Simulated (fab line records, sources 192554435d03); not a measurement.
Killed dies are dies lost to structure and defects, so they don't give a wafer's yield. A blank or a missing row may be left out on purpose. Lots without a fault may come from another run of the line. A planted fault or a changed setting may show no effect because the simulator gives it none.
A struck lot beside a sound one | flow n5_finfet | 15 steps out of a route of 1938
Sound: wafers L395.2, L395.4, L395.6. Struck: wafers L403.2, L403.3, L403.6. The cause comes at the end.
At each step with rows: each side's tool, then ch and its chambers, then its first start. Under that, the readings that differ: sound wafers | struck wafers | difference of the means | sigmas: that difference in standard deviations of wafers without a fault.
alike: readings whose means differ by less than 2 such deviations, and words and numbers that are the same on both sides. not compared: withheld readings, readings that some wafer has no value for, bounds like >300 that may hide the same value, and numbers for which the record gives no deviation and whose values overlap.
The two part at a step that has a row with sigmas, a row that says differs or no value, or rows on one side only. Numbers that don't overlap but have no deviation are shown without sigmas and don't part them. A reading that every wafer of one side lacks parts them only if that side has two wafers or more.

first, 11 steps without rows for these wafers: N5_BEOL_M0_SAQP_STRIP_80 (strips in N2/H2); N5_BEOL_M0_SAQP_HM_OPEN_112 (chemistry CHF3/O2, target SiO2, stops on a-Si, target depth 12 nm, time 13.5 s); N5_BEOL_M0_SAQP_STRIP_113 (strips in CHF3/O2); N5_BEOL_M0_SAQP_MANDREL_ETCH_20 (etches a-Si in HBr/Cl2, stops on SiNx, target depth 60 nm, bt time 10 s, time 30 s); N5_BEOL_M0_SAQP_STRIP_86 (strips in N2/H2); N5_BEOL_M0_SAQP_STRIP_115 (strips in post etch residue remover, time 60 s); N5_BEOL_M0_SAQP_SRD_93 (time 30 s); N5_BEOL_M0_SAQP_RECESS_114 (chemistry HF/NH3, target SiO2, target depth 14.4 nm, afs cycles 3, sublimation time 60 s); N5_BEOL_M0_SAQP_SPACER1_ALD_98 (deposits SiO2, target thk 12.8 nm, pulse time 1 s, purge time 2 s); N5_BEOL_M0_SAQP_SPACER1_ETCHBACK_99 (etches SiO2 in CHF3/O2, target depth 15.4 nm, time 7.7 s); N5_BEOL_M0_SAQP_MANDREL1_REMOVE_100 (chemistry HBr/Cl2/O2, target a-Si, stops on SiNx, bt time 10 s).
N5_BEOL_M0_SAQP_ETCH_101: etches SiNx in CH3F/O2, target depth 29.9 nm, time 42.7 s.
  sound on rie_diel-05 ch 0,3, day 7 01:48; struck on rie_diel-01 ch 2,3, day 9 06:16
  no value came back on the struck wafers for any of 8 readings (CH3F_flow_sccm (sccm), O2_flow_sccm (sccm) and others); on the sound wafers CH3F_flow_sccm (sccm) reads 30.11 29.86 30.05
  not compared: rf_hours_counter_h
then, 1 step without rows for these wafers: N5_BEOL_M0_SAQP_ETCH_102 (etches SiO2 in CF4, target depth 4 nm, time 4.4 s).
N5_BEOL_M4_RC_MEAS_101:
  the record has rows for the sound wafers here (prober-01 ch 0, day 9 22:13) and none for the struck ones
-- the record jumps here: 7 days lie between the struck wafers' starts before and after (it left off in module BEOL_M4 and takes up again in module PASSIVATION, whose first step shown is number 1936 of the route) --
N5_PASSIVATION_PROBE_49:
  sound on prober-01, day 14 15:13; struck on prober-02, day 16 09:48
  reading                  | sound          | struck         | difference | sigmas
  defect_limited_yield (%) | 92.4 92.0 91.7 | 0 0 0          | -92        | -66
  killed_at_M0_to_M3       | 34 19 19       | 1120 1116 1105 | +1090      | +99 or more
  killed_dies              | 90 94 98       | 1180 1180 1180 | +1086      | +64
  killed_on_rim            | 20 12 15       | 152 152 152    | +136       | +35
  sort_bin_5_function (%)  | 4.5 5.2 4.5    | 97.7 97.1 96.5 | +92.4      | +97
  sort_bin_8_speed (%)     | 0 0 2.6        | 0 0 0          | -1         | -3
  sort_n_pass              | 1090 1086 1051 | 0 0 0          | -1076      | -63
  sort_yield_pct (%)       | 92.4 92.0 89.1 | 0 0 0          | -91        | -61
  alike: killed_at_M4_up, killed_at_contacts, killed_at_front_end, killed_at_other, killed_open, killed_short, sort_bin_6_memory

WHERE THEY PART
First at N5_BEOL_M0_SAQP_ETCH_101; last, within this record, at N5_PASSIVATION_PROBE_49.

WHY: what the simulator had put in
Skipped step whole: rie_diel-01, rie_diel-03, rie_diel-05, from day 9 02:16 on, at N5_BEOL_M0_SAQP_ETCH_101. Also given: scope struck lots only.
